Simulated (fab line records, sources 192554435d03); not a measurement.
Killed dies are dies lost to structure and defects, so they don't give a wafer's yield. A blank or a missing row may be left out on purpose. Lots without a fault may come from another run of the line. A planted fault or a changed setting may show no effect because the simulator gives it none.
Which tool did it? | flow n5_finfet | 12 lots, 36 wafers sampled, at 2 steps of a route of 1938

WHAT THE GAUGES READ, wafer by wafer
N5_ZERO_LAYER_INSPECT_20: inspects for defects (darkfield).
lot  | measured    | on                | raw_defect_count
L075 | day 1 19:17 | defect_inspect-02 | 30 49 63
L077 | day 2 07:29 | defect_inspect-01 | 69 46 18
L079 | day 2 19:23 | defect_inspect-02 | 46 27 27
L081 | day 3 07:29 | defect_inspect-02 | 22 31 35
L083 | day 3 19:29 | defect_inspect-02 | 53 64 39
L085 | day 4 07:23 | defect_inspect-01 | 34 45 58
L087 | day 4 19:25 | defect_inspect-02 | 46 68 56
L089 | day 5 07:16 | defect_inspect-01 | 42 47 50
L091 | day 5 19:28 | defect_inspect-01 | 43 44 26
L093 | day 6 07:33 | defect_inspect-02 | 63 59 37
L095 | day 6 19:29 | defect_inspect-02 | 29 23 54
L097 | day 7 07:17 | defect_inspect-01 | 45 44 52

WHICH TOOL RAN EACH LOT (tool, then ch and the chambers of the sampled wafers, then the start)
lot  | N5_ZERO_LAYER_ETCH_17
L075 | rie_diel-06 ch 1,2, day 1 18:45
L077 | rie_diel-02 ch 0,2, day 2 06:56
L079 | rie_diel-01 ch 0,2, day 2 18:50
L081 | rie_diel-02 ch 0,3, day 3 06:56
L083 | rie_diel-06 ch 1,2, day 3 18:43
L085 | rie_diel-02 ch 0,2,3, day 4 06:50
L087 | rie_diel-01 ch 1,2, day 4 18:53
L089 | rie_diel-02 ch 0,3, day 5 06:43
L091 | rie_diel-01 ch 0,3, day 5 18:54
L093 | rie_diel-02 ch 1,2,3, day 6 06:59
L095 | rie_diel-01 ch 0,1,3, day 6 18:52
L097 | rie_diel-01 ch 0,1,2, day 7 06:44
- N5_ZERO_LAYER_ETCH_17: etches SiO2 in CF4, target depth 12 nm, time 13.3 s.

THE ANSWER, worked out from the rows above alone
Rule: what is usual is taken from the lots themselves. Put in order of their means at a reading, lots are off if they are a third of the lots or fewer, leave a main group of 4 or more, and stand apart from it by a gap of 3 or more times the standard deviation of the main group's means; of several such gaps the widest counts. A main group whose means are all the same, to the digits that the tables above print for the reading, isn't used. A lot without any number at a reading at which 4 lots or more have one is off too. The other lots that the step has rows for count as sound.
No lot is off at any reading shown: from this, nothing can be told.

WHAT THE SIMULATOR HAD PUT IN
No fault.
